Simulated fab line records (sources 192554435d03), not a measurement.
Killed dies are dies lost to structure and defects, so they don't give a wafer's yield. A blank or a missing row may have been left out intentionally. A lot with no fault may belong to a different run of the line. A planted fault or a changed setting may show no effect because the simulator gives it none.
Struck lot and sound lot, side by side	flow n5 finfet	18 out of 1938 route steps
Sound: the wafers L496.3, L496.4, L496.6. Struck: wafers L510.4, L510.5 (left out: L510.6, a lot-mate that was not struck); the cause follows at the end.
For every step that has rows: the tool of each side, followed by ch and its chambers, followed by its first start. Under that, the readings that differ: sound wafers	struck wafers	difference of the means	sigmas: that difference in standard deviations of wafers without a fault.
alike: words and numbers the same on both sides, and readings whose means are apart by under 2 such deviations; not compared: readings that were withheld, readings missing a value for some wafer, numbers with overlapping values and no deviation given by the record, and bounds like >300 which may hide the same value.
Wherever a step has rows on one side only, a row that says differs or no value, or a row with sigmas, the two part there. When numbers do not overlap yet have no deviation, they are printed without sigmas and do not part them. A reading that every wafer of one side lacks parts them only if that side has two wafers or more.

first, 7 steps without rows for these wafers: N5_BEOL_M0_CUTY_COAT_50 (time 60 s, resist thk 15 nm); N5_BEOL_M0_CUTY_COAT_51 (resist thk 150 nm); N5_BEOL_M0_CUTY_EBR_52; N5_BEOL_M0_CUTY_SOFTBAKE_53 (time 60 s); N5_BEOL_M0_CUTY_EXPOSE_54 (exposes mask M0 ABLK); N5_BEOL_M0_CUTY_PEB_55 (peb time 60 s); N5_BEOL_M0_CUTY_DEVELOP_56 (develop time 30 s).
N5_BEOL_M0_CUTY_CD_MEAS_57: the cd target is 200 nm.
  sound on cd sem-01 ch 0, day 6 07:16; struck on cd sem-03 ch 0, day 9 17:27
  alike: cd nm
N5_BEOL_M0_CUTY_OVL_MEAS_58:
  sound on overlay-02 ch 0, day 6 07:17; struck on overlay-02 ch 0, day 9 17:28
  alike: M0_ABLK_OVL
N5_BEOL_M0_CUTY_INSPECT_59: inspects for defects (macro).
  sound: defect inspect-02 at day 6 07:19; struck: defect inspect-02 at day 9 17:30
  alike: raw defect count
N5_BEOL_M0_CUTY_DESCUM_61: chemistry O2, time 7.9 s.
  sound on rie diel-04 ch 0,2, day 6 07:21; struck on rie diel-04 ch 2,3, day 9 17:47
  alike: drypump motor current A, oes product au, rf vpp V, showerhead plenum p Torr, throttle valve pct
  not compared: rf hours counter h
N5_BEOL_M0_CUTY_ETCH_62: etches SiARC in CF4, time 58.5 s.
  sound on rie diel-04 ch 0,2, day 6 07:23; struck on rie diel-04 ch 2,3, day 9 17:49
  alike: bias w, drypump motor current A, etch rf on time s, oes product au, rf vpp V, showerhead plenum p Torr, throttle valve pct
  not compared: rf hours counter h
N5_BEOL_M0_CUTY_ETCH_63: etches SOC in N2/H2, target depth 82.7 nm, overetch 16.5 nm, time 124 s.
  sound on rie diel-04 ch 0,2, day 6 07:26; struck on rie diel-04 ch 2,3, day 9 17:54
reading	sound	struck	difference	sigmas
model.SiO2_of_BEOL_M0_SAQP_SPACER2_ALD_26.thk nm (nm)	7.2 7 7.2	5.4 5.4	-1.7	
  alike: bias w, drypump motor current A, oes product au, rf vpp V, showerhead plenum p Torr, throttle valve pct
  not compared: rf hours counter h
then, 1 step without rows for these wafers: N5_BEOL_M0_CUTY_STRIP_64 (strips in N2/H2).
N5_BEOL_M0_ETCH_138: etches SiCN in CH3F/O2, target depth 12 nm, time 31.6 s.
  sound on rie diel-04 ch 0,2, day 6 07:33; struck on rie diel-04 ch 2,3, day 9 18:01
  alike: bias w, drypump motor current A, etch rf on time s, oes product au, rf vpp V, showerhead plenum p Torr, throttle valve pct
  not compared: rf hours counter h
N5_BEOL_M0_HM_OPEN_105: chemistry Cl2/BCl3, target TiN, target depth 12 nm.
  sound on rie metal-03 ch 0,1, day 6 11:48; struck on rie metal-03 ch 0,1, day 9 18:30
reading	sound	struck	difference	sigmas
model.SiO2_of_BEOL_M0_SAQP_SPACER2_ALD_26.thk nm (nm)	2.8 2.8 2.8	1.6 1.6	-1.2	
  alike: bias w, drypump motor current A, oes product au, throttle valve pct
  not compared: rf hours counter h
N5_BEOL_M0_STRIP_140: strips in CF4.
  sound on rie diel-06 ch 0,1,2, day 6 11:55; struck on rie diel-06 ch 0,3, day 9 18:37
  alike: drypump motor current A, oes product au, power w, rf vpp V, showerhead plenum p Torr, throttle valve pct
  not compared: rf hours counter h
-- here the record skips 2 days between the struck wafers' starts before and after, leaving off in module BEOL_M0 and picking up in module BEOL_M4 (first step shown: number 1111 of the route) --
N5_BEOL_M4_RC_MEAS_101:
  sound on prober-01 ch 0, day 8 07:28; struck on prober-02 ch 0, day 12 04:21
  alike: DIBL_N, DIBL_P, IOFF_N, IOFF_P, ION_N, ION_P, SS_N, SS_P, VT_N, VT_P

## WHERE THEY PART
Nowhere in this record.

WHY: the cause the simulator had injected
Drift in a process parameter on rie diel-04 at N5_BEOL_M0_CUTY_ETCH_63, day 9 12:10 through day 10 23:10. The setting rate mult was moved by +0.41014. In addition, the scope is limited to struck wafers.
